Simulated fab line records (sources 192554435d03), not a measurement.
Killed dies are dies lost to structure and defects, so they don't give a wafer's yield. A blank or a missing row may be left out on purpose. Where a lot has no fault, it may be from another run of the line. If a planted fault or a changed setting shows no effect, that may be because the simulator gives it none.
Chamber matching -- flow n5_finfet -- 4 sister chambers for N5_BEOL_M6_STRIP_19 on rie_diel-03
The step strips in O2. 18 wafers are shown with their chamber, then 9 later ones without.

WAFERS WITH THEIR CHAMBER
wafer,chamber,showerhead_plenum_p_Torr (Torr),throttle_valve_pct (%),drypump_motor_current_A (A)
L074.3,0,1.98,16.62,5.2
L074.4,1,2.16,16.36,5.9
L074.5,0,1.98,16.63,5.2
L078.1,1,2.15,16.35,5.8
L078.4,3,2.12,16.92,5.8
L078.5,0,1.98,16.65,5.2
L084.2,2,2.25,16.67,5.8
L084.5,1,2.15,16.35,5.9
L084.6,0,1.98,16.66,5.2
L086.2,1,2.15,16.36,5.8
L086.3,2,2.25,16.68,5.8
L086.6,2,2.25,16.66,5.9
L088.1,2,2.25,16.67,5.9
L088.2,3,2.12,16.94,5.8
L088.3,1,2.15,16.37,5.9
L089.1,0,1.97,16.66,5.2
L089.3,1,2.15,16.36,5.9
L089.5,2,2.25,16.66,5.8

SIGNATURES (averages over the wafers above)
reading,chamber 0,chamber 1,chamber 2,chamber 3,scatter within a chamber
showerhead_plenum_p_Torr,1.9780,2.1517,2.2500,2.1200,0.00342
throttle_valve_pct,16.6440,16.3583,16.6680,16.9300,0.0122
drypump_motor_current_A,5.200,5.867,5.840,5.800,0.0425
Rule: for each reading, subtract the chamber's mean from the wafer's reading, divide by that reading's scatter and square the result; add these up over the readings and take the root, which gives the wafer's distance from the chamber. The wafer belongs to the nearest chamber; if the next one is less than 2 further off, it can't be placed. The scatter: take each reading less its chamber's mean, square it, sum over the shown wafers, divide by the number of wafers less the number of chambers, and take the root.

WAFERS MISSING THEIR CHAMBER
wafer,showerhead_plenum_p_Torr (Torr),throttle_valve_pct (%),drypump_motor_current_A (A)
L091.1,2.15,16.36,5.9
L091.4,2.12,16.95,5.8
L091.5,1.97,16.66,5.2
L093.2,1.97,16.67,5.2
L093.3,2.24,16.69,5.8
L093.6,2.12,16.95,5.8
L095.4,2.12,16.99,5.8
L095.5,2.24,16.71,5.8
L095.6,2.15,16.40,5.8

EACH ONE'S CHAMBER
wafer,from the rows above,in truth
L091.1,1,1
L091.4,3,3
L091.5,0,0
L093.2,0,0
L093.3,2,2
L093.6,3,3
L095.4,3,3
L095.5,2,2
L095.6,1,1
Correctly placed: 9 of 9. Left unplaced by these rows: 0. Placed wrongly: 0.
